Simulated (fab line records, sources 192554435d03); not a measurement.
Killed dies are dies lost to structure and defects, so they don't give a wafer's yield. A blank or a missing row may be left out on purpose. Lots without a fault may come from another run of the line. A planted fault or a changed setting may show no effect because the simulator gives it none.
Chamber matching | flow n5_finfet | N5_BEOL_M0_ETCH_128 on rie_diel-01: 4 sister chambers
The step etches SiCN in CF4/N2, target depth 12 nm, overetch 5.1 nm, time 21.4 s. 4 wafers are shown with their chamber, then 8 later ones without.

WAFERS WITH THEIR CHAMBER
wafer  | chamber | showerhead_plenum_p_Torr (Torr)
L077.6 | 3       | 2.15
L091.1 | 1       | 2.15
L091.4 | 0       | 2.19
L093.2 | 2       | 2.15

WAFERS WITHOUT THEIR CHAMBER
wafer  | showerhead_plenum_p_Torr (Torr)
L093.3 | 2.15
L093.6 | 2.15
L094.1 | 2.14
L094.2 | 2.15
L094.4 | 2.15
L097.2 | 2.13
L097.3 | 2.15
L097.6 | 2.15

WHICH CHAMBER EACH WENT THROUGH
wafer  | from the rows above          | in truth
L093.3 | can't be placed: 1 or 2 or 3 | 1
L093.6 | can't be placed: 1 or 2 or 3 | 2
L094.1 | can't be placed: 1 or 2 or 3 | 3
L094.2 | can't be placed: 1 or 2 or 3 | 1
L094.4 | can't be placed: 1 or 2 or 3 | 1
L097.2 | can't be placed: 1 or 2 or 3 | 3
L097.3 | can't be placed: 1 or 2 or 3 | 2
L097.6 | can't be placed: 1 or 2 or 3 | 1
Placed correctly: 0 of 8. Can't be placed from these rows: 8 (the true chamber is among the candidates in 8). Placed wrongly: 0.
How it was worked out, from the rows above alone: a wafer's distance from a chamber is the root of the sum, over the readings, of the square of ((its reading less the chamber's mean) divided by the reading's scatter). The wafer belongs to the nearest chamber; if the next one is less than 2 further off, it can't be placed. A chamber's mean is the mean of its shown wafers. The scatter: with one shown wafer a chamber, the root of the mean of the squares of how far each hidden wafer lies from its nearest shown one.
